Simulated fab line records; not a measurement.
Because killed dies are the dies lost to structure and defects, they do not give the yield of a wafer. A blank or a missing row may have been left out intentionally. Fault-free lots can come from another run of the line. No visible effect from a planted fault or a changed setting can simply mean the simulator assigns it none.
Chamber matching | flow nandHarc | NHARC_A_STAIRCASE_DEP_325 on pecvd-04 has 3 sister chambers
The step deposits SiO2, target thk 7200 nm. 3 wafers are shown with their chamber, then 8 later ones without.

== WAFERS, EACH WITH ITS CHAMBER ==
wafer  | chamber | heaterPowerW (W)
L090.1 | 1       | 627
L090.4 | 0       | 699
L093.1 | 2       | 918

== WAFERS MISSING THEIR CHAMBER ==
wafer  | heaterPowerW (W)
L093.2 | 832
L093.5 | 549
L094.1 | 588
L094.2 | 932
L094.5 | 703
L096.3 | 822
L096.5 | 751
L096.6 | 570

== WHICH CHAMBER EACH ONE RAN IN ==
wafer  | from the rows above          | in truth
L093.2 | can't be placed: 2 or 0 or 1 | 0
L093.5 | can't be placed: 1 or 0      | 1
L094.1 | can't be placed: 1 or 0      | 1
L094.2 | 2                            | 2
L094.5 | can't be placed: 0 or 1      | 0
L096.3 | can't be placed: 2 or 0 or 1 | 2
L096.5 | can't be placed: 0 or 1 or 2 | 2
L096.6 | can't be placed: 1 or 0      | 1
Placed correctly: 1 of 8. Not placeable from these rows: 7 (in 7, the candidates include the true chamber). Wrongly placed: 0.
How it was worked out, from the rows above alone: a wafer's distance from a chamber is the root of the sum, over the readings, of the square of ((its reading less the chamber's mean) divided by the reading's scatter). The wafer belongs to the nearest chamber; if the next one is less than 2 further off, it can't be placed. For every chamber, the mean is computed from those of its wafers that are shown. The scatter: root of mean squared gap, hidden wafer to nearest shown wafer, with one shown wafer a chamber.
